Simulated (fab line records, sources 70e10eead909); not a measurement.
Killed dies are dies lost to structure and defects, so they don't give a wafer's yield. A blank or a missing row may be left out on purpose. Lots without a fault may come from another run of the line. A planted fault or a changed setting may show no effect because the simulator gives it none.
fab line records | flow nand_harc
record lots=12 wafers=36 last_day=24
route steps=1159 shown P_STI@85 P_GATE@119 END@1159
lots that met no fault: from a run of the same line without faults
start_h: hours from the record's first day to the start of the lot's first wafer shown | wait_h: hours since the lot's step before | " the same as in the row above | L1.1+2: a row that stands for several wafers | - no value, or no start given | * or withheld: withheld | < > ~ a bound
route shown NAME@n: a module of which the file shows steps, and the number in the route of the first | usual: mean/standard deviation of fault-free wafers | same: alike in all rows | chamber/n: place in a boat | sites: the reading at each site | _std_site: their standard deviation | _edge_site: outer sites' mean less inner sites' | radius_mm: how far each site lies from the wafer's centre | mask NAME#n: copy n | behind: the tool/chamber that last shaped the wafer | hold: why the lot was held/for how many hours/how that ended | device: the transistor (n, p or np) that didn't switch | end of line: the same wafers' tests at the end of the route | a step without rows: its recipe alone | killed: dies lost to structure and defects at the first sort, not the wafer's yield | map: a wafer's dies, x killed, . not, _ none there
set.NAME: the setting as run; set.NAME@STEP: as run at that earlier step | model.NAME: the simulator's own value behind a step, which no gauge read
steps of the route over a sample of lots; a table a step, a row a wafer
services: from which hour (start_h, from the record's first day; less than 0 if before it) a tool's chamber was out of use, for how many hours, and why
## steps
# step NHARC_P_STI_INSPECT_11
# usual raw_defect_count=5.5/2.6
# columns lot.wafer tool chamber start_h wait_h raw_defect_count
L296.1 defect_inspect-01 - 37.70 0.0 6
L296.2 " - " " 3
L296.3 " - " " 6
L298.3 defect_inspect-01 - 50.68 0.1 7
L298.5 " - " " 5
L298.6 " - " " 9
L299.2 defect_inspect-01 - 50.83 0.0 5
L299.5 " - " " 9
L299.6 " - " " 4
L308.3 defect_inspect-01 - 107.38 0.0 4
L308.4 " - " " 6
L308.6 " - " " 4
L309.1 defect_inspect-01 - 114.83 0.0 4
L309.2 " - " " 3
L309.4 " - " " 9
L311.2 defect_inspect-02 - 126.77 0.0 5
L311.3 " - " " 5
L311.4 " - " " 3
L312.3 defect_inspect-01 - 130.96 0.0 6
L312.5 " - " " 4
L312.6 " - " " 1
L313.3 defect_inspect-02 - 141.72 0.0 4
L313.4 " - " " 3
L313.5 " - " " 4
L314.1 defect_inspect-01 - 141.89 0.0 2
L314.2 " - " " 10
L314.6 " - " " 2
L315.3 defect_inspect-02 - 149.25 0.0 5
L315.4 " - " " 4
L315.5 " - " " 2
L317.1 defect_inspect-02 - 161.07 0.0 5
L317.4 " - " " 8
L317.6 " - " " 4
L319.1 defect_inspect-02 - 170.06 0.0 2
L319.3 " - " " 7
L319.4 " - " " 5
# step NHARC_P_GATE_EXPOSE_08
# recipe na=0.6 dose_mj=16.75 mask_id=P_HV
# usual exposure_dose_mJ_cm2=16.754/0.017 focus_offset_nm=0.0/0.56
# columns lot.wafer tool chamber start_h wait_h mask exposure_dose_mJ_cm2 focus_offset_nm
L296.1 krf_scanner-01 0 74.93 - P_HV#0 16.750 -0.5
L296.2 " 0 " " P_HV#0 16.802 0.0
L296.3 " 0 " " P_HV#0 16.801 0.1
L299.2 krf_scanner-03 0 88.52 - P_HV#0 16.786 0.5
L299.5 " 0 " " P_HV#0 16.747 -0.6
L299.6 " 0 " " P_HV#0 16.767 -0.1
L298.3 krf_scanner-01 0 88.69 - P_PSD#0 16.735 -0.8
L298.5 " 0 " " P_PSD#0 16.737 -1.4
L298.6 " 0 " " P_PSD#0 16.742 -0.7
L308.3 krf_scanner-04 0 152.12 - P_HV#0 16.778 -0.4
L308.4 " 0 " " P_HV#0 16.771 0.3
L308.6 " 0 " " P_HV#0 16.760 0.2
L309.1 krf_scanner-04 0 152.14 - P_HV#0 16.764 -0.5
L309.2 " 0 " " P_HV#0 16.749 -0.4
L309.4 " 0 " " P_HV#0 16.754 -0.6
L311.2 krf_scanner-01 0 163.06 - P_HV#0 16.754 1.1
L311.3 " 0 " " P_HV#0 16.744 0.2
L311.4 " 0 " " P_HV#0 16.765 -0.2
L312.3 krf_scanner-01 0 163.10 - P_HV#0 16.770 0.9
L312.5 " 0 " " P_HV#0 16.746 0.0
L312.6 " 0 " " P_HV#0 16.738 0.2
L313.3 krf_scanner-01 0 177.92 - P_HV#0 16.772 0.9
L313.4 " 0 " " P_HV#0 16.765 0.7
L313.5 " 0 " " P_HV#0 16.769 0.7
L314.1 krf_scanner-04 0 178.07 - P_HV#0 16.766 0.3
L314.2 " 0 " " P_HV#0 16.775 0.4
L314.6 " 0 " " P_HV#0 16.757 0.4
L315.3 krf_scanner-04 0 184.39 - P_HV#0 16.790 -0.8
L315.4 " 0 " " P_HV#0 16.762 0.0
L315.5 " 0 " " P_HV#0 16.782 0.3
L317.1 krf_scanner-04 0 198.32 - P_HV#0 16.752 1.4
L317.4 " 0 " " P_HV#0 16.770 0.4
L317.6 " 0 " " P_HV#0 16.775 0.2
L319.1 krf_scanner-04 0 205.52 - P_HV#0 16.725 -0.6
L319.3 " 0 " " P_HV#0 16.739 0.0
L319.4 " 0 " " P_HV#0 16.771 0.6
# step NHARC_P_GATE_CD_MEAS_11
# recipe target_cd_nm=1640 landing_energy_ev=500
# usual cd_nm=1640.6/1.2
# columns lot.wafer tool chamber start_h wait_h cd_nm
L296.1 cd_sem-03 0 75.09 - 1642.3
L296.2 " 0 " " 1642.7
L296.3 " 0 " " 1639.6
L299.2 cd_sem-03 0 88.68 - 1638.0
L299.5 " 0 " " 1639.6
L299.6 " 0 " " 1640.2
L298.3 cd_sem-03 0 88.85 - -
L298.5 " 0 " " -
L298.6 " 0 " " -
L308.3 cd_sem-03 0 152.27 - 1639.4
L308.4 " 0 " " 1640.4
L308.6 " 0 " " 1640.4
L309.1 cd_sem-01 0 152.30 - 1638.7
L309.2 " 0 " " 1639.4
L309.4 " 0 " " 1636.4
L311.2 cd_sem-01 0 163.22 - 1638.2
L311.3 " 0 " " 1640.1
L311.4 " 0 " " 1638.8
L312.3 cd_sem-02 0 163.25 - 1641.3
L312.5 " 0 " " 1641.6
L312.6 " 0 " " 1641.0
L313.3 cd_sem-01 0 178.07 - 1640.9
L313.4 " 0 " " 1639.7
L313.5 " 0 " " 1642.7
L314.1 cd_sem-01 0 178.22 - 1638.7
L314.2 " 0 " " 1639.3
L314.6 " 0 " " 1639.3
L315.3 cd_sem-02 0 184.54 - 1642.3
L315.4 " 0 " " 1641.4
L315.5 " 0 " " 1640.9
L317.1 cd_sem-03 0 198.47 - 1641.7
L317.4 " 0 " " 1639.0
L317.6 " 0 " " 1639.8
L319.1 cd_sem-03 0 205.69 - 1641.0
L319.3 " 0 " " 1642.8
L319.4 " 0 " " 1641.9
# step NHARC_P_GATE_HM_DEP_102
# recipe target_thk_a=1200 temp_c=400 material=aC
# usual throttle_valve_pct=35.000/0.0089
# columns lot.wafer tool chamber start_h wait_h throttle_valve_pct
L296.1 acl_dep-01 0 87.38 0.4 35.003
L296.2 " 0 " " 35.003
L296.3 " 0 " " 35.013
L299.2 acl_dep-01 0 101.30 0.5 34.986
L299.5 " 0 " " 34.989
L299.6 " 0 " " 34.983
L298.3 acl_dep-03 0 101.43 0.6 35.011
L298.5 " 0 " " 35.006
L298.6 " 0 " " 35.017
L308.3 acl_dep-03 0 164.40 0.6 34.992
L308.4 " 0 " " 34.992
L308.6 " 0 " " 35.001
L309.1 acl_dep-02 0 165.39 1.6 35.008
L309.2 " 0 " " 35.006
L309.4 " 0 " " 35.003
L311.2 acl_dep-03 0 178.54 3.1 35.002
L311.3 " 0 " " 34.994
L311.4 " 0 " " 34.997
L312.3 acl_dep-01 0 178.78 3.4 35.008
L312.5 " 0 " " 35.001
L312.6 " 0 " " 34.996
L314.1 acl_dep-02 0 191.69 1.5 34.990
L314.2 " 0 " " 34.988
L314.6 " 0 " " 35.006
L313.3 acl_dep-03 0 192.04 1.9 35.022
L313.4 " 0 " " 34.990
L313.5 " 0 " " 35.006
L315.3 acl_dep-01 0 197.09 0.6 34.989
L315.4 " 0 " " 34.998
L315.5 " 0 " " 34.992
L317.1 acl_dep-03 0 212.18 2.0 34.992
L317.4 " 0 " " 35.011
L317.6 " 0 " " 35.002
L319.1 acl_dep-03 0 220.44 2.4 34.990
L319.3 " 0 " " 35.008
L319.4 " 0 " " 34.988
# step NHARC_P_GATE_STRIP_108
# recipe o2_flow_sccm=500 ar_flow_sccm=0 bias_w=0 chemistry=O2
# usual drypump_motor_current_A=5.8/0.37 mfc_ar_sccm=0.014/0.011 oes_product_au=0.998/0.008 rf_vpp_V=58.1/0.89 showerhead_plenum_p_Torr=3.63/0.14 throttle_valve_pct=17.034/0.0088
# same bias_w=0
# columns lot.wafer tool chamber start_h wait_h drypump_motor_current_A mfc_ar_sccm oes_product_au rf_hours_counter_h rf_vpp_V showerhead_plenum_p_Torr throttle_valve_pct
L296.1 rie_diel-11 2 91.78 - 5.8 0.026 0.994 25 58.1 3.55 17.029
L296.3 " 3 " " 6.5 0.031 0.982 20 59.5 3.35 17.032
L296.2 " 0 " " 6.0 0 0.994 22 57.4 3.65 17.028
L299.2 rie_diel-08 1 103.44 - 5.6 0.025 0.998 52 57.3 3.35 17.027
L299.6 " 1 " " 5.6 0.025 0.988 - 58.6 3.35 17.049
L299.5 " 3 " " 5.5 0.016 0.996 - 57.4 3.45 17.037
L298.3 rie_diel-08 3 103.70 - 5.5 0.016 0.999 55 58.8 3.45 17.054
L298.5 " 1 " " 5.6 0.025 0.992 - 56.5 3.35 17.031
L298.6 " 3 " " 5.5 0.016 0.988 - 58.3 3.45 17.045
L308.4 rie_diel-08 2 167.18 - 5.3 0 0.991 14 58.8 3.80 17.035
L308.3 " 0 " " 6.2 0.006 0.986 12 60.1 3.68 17.029
L308.6 " 1 " " 5.6 0.025 0.990 - 57.0 3.34 17.028
L309.2 rie_diel-08 1 168.27 - 5.6 0.025 1.011 13 57.7 3.34 17.030
L309.1 " 2 " " 5.3 0 0.986 14 59.0 3.80 17.050
L309.4 " 3 " " 5.5 0.016 0.987 13 59.1 3.44 17.040
L311.2 rie_diel-05 3 180.76 - 5.9 0.007 1.005 2 57.0 3.73 17.042
L311.3 " 1 " " 5.3 0.006 0.995 2 57.8 3.73 17.038
L311.4 " 1 " " 5.3 0.006 0.983 - 57.3 3.73 17.037
L312.3 rie_diel-05 3 181.00 - 5.9 0.007 0.989 2 58.6 3.73 17.045
L312.5 " 2 " " 6.2 0.020 1.003 - 57.8 3.64 17.036
L312.6 " 3 " " 5.9 0.007 1.003 - 58.9 3.73 17.036
L314.1 rie_diel-08 0 193.99 - 6.2 0.006 0.992 21 57.0 3.67 17.034
L314.2 " 1 " " 5.6 0.025 1.009 22 56.6 3.33 17.021
L314.6 " 2 " " 5.4 0 0.997 - 60.3 3.79 17.030
L313.4 rie_diel-08 2 194.30 - 5.4 0 0.984 24 59.2 3.79 17.041
L313.3 " 1 " " 5.6 0.025 1.001 22 56.8 3.33 17.037
L313.5 " 2 " " 5.3 0 0.993 - 57.9 3.79 17.033
L315.4 rie_diel-11 2 199.10 - 5.9 0.026 0.988 0 57.1 3.53 17.036
L315.3 " 3 " " 6.5 0.031 1.005 0 57.0 3.33 17.029
L315.5 " 3 " " 6.5 0.031 1.001 - 56.2 3.33 17.027
L317.1 rie_diel-05 2 214.43 - 6.3 0.020 1.009 9 56.7 3.64 17.030
L317.4 " 2 " " 6.2 0.020 1.013 - 57.3 3.64 17.026
L317.6 " 1 " " 5.3 0.006 0.991 - 58.9 3.72 17.042
L319.1 rie_diel-05 0 222.61 - 6.3 0.025 1.007 0 58.2 3.69 17.040
L319.3 " 1 " " 5.3 0.006 1.003 10 59.1 3.72 17.036
L319.4 " 2 " " 6.2 0.020 1.006 11 58.0 3.64 17.035
# step NHARC_END_SORT_01
# recipe temp_c=25
# usual killed_at_array=27/10 killed_at_other=0.6/1 killed_at_periphery=3.4/2.7 killed_dies=31/9.7 killed_open=3.4/1.7 killed_short=2.2/1.5
# same gross_dies=677
# columns lot.wafer tool chamber start_h wait_h killed_at_array killed_at_other killed_at_periphery killed_dies killed_open killed_short
L298.3 prober-01 0 459.75 3.1 16 1 660 677 4 3
L298.5 prober-01 0 461.33 3.7 20 3 654 677 4 3
L298.6 prober-01 0 462.12 4.0 17 1 659 677 2 4
# killed by level:class
L298.3 P_GATE:area_expose=650 A_STAIRCASE:chamber_film_flake=6 A_CHANNEL_HOLE_D1:chamber_film_flake=3 P_GATE:chamber_film_flake=2 P_CONTACT:chamber_film_flake=2 A_SLIT:chamber_film_flake=2 A_CONTACT:chamber_film_flake=2 P_GATE:geometric_particle:open=1
L298.5 P_GATE:area_expose=648 A_STAIRCASE:chamber_film_flake=10 P_CONTACT:chamber_film_flake=3 A_CONTACT:chamber_film_flake=3 THIN_TSV:chamber_film_flake=3 A_WL_FILL:geometric_particle:short=2 A_CONTACT:geometric_particle:open=2 P_GATE:geometric_particle:short=1
L298.6 P_GATE:area_expose=654 A_STAIRCASE:chamber_film_flake=6 A_SLIT:chamber_film_flake=5 P_CONTACT:chamber_film_flake=4 A_WL_FILL:geometric_particle:short=2 P_M0:geometric_particle:short=1 A_CHANNEL_FILL_D1:geometric_particle:short=1 A_CONTACT:geometric_particle:open=1
## services
# columns tool chamber start_h hours kind
rie_diel-08 1 55.22 8.0 repair
rie_diel-08 0 55.34 - clean
rie_diel-08 2 55.34 - clean
rie_diel-11 3 68.78 9.8 repair
krf_scanner-01 - 84.00 4.0 pm
rie_diel-08 2 84.19 23.7 repair
rie_diel-11 3 101.11 6.2 repair
rie_diel-11 3 108.18 16.1 repair
acl_dep-01 - 112.79 13.0 pm
rie_diel-08 - 124.80 9.0 pm
krf_scanner-04 - 126.00 4.0 pm
krf_scanner-04 - 130.95 1.3 repair
rie_diel-11 1 144.97 3.7 repair
rie_diel-05 - 163.62 9.0 pm
krf_scanner-03 - 168.00 4.0 pm
acl_dep-02 - 169.22 13.0 pm
krf_scanner-03 - 172.32 0.4 repair
rie_diel-05 - 177.75 0.4 repair
krf_scanner-01 - 178.24 0.3 repair
rie_diel-11 - 189.50 9.0 pm
krf_scanner-01 - 190.09 16.2 repair
rie_diel-08 - 190.55 2.4 repair
acl_dep-01 - 206.22 7.6 repair
krf_scanner-03 - 212.74 4.1 repair
## key
first_sign step=NHARC_P_GATE_EXPOSE_08 reading=mask direction=changed
effect step=NHARC_P_GATE_CD_MEAS_11 reading=cd_nm direction=missing
effect step=NHARC_END_SORT_01 reading=killed_at_periphery direction=up sigmas=99+ usual=3.4 struck=657.7
more_kills_born_at NHARC_P_GATE_EXPOSE_08@krf_scanner-01=1952
met_at NHARC_P_GATE_EXPOSE_08
struck_lots L298
later_rows_left_out L298.3,L298.5,L298.6
tester_left_out L298
not_acting_at NHARC_P_STI_INSPECT_11,NHARC_P_GATE_HM_DEP_102,NHARC_P_GATE_STRIP_108
onset_between 74.93 88.69
fault kind=wrong_mask tool=any chamber=- onset_h=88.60 steps=NHARC_P_GATE_EXPOSE_08 aux_copy=P_PSD#0 scope=struck_lots_only
# tester_left_out: of these lots the tester's yield and bins aren't shown, on N5 and GAA mostly nor the transistor test; their killed dies are dies lost to structure and defects alone, not to doping, threshold or leakage, so they don't give the yield
# later_rows_left_out: the simulator's readings of these wafers behind a module that went badly wrong aren't trusted and aren't shown, but for the sort
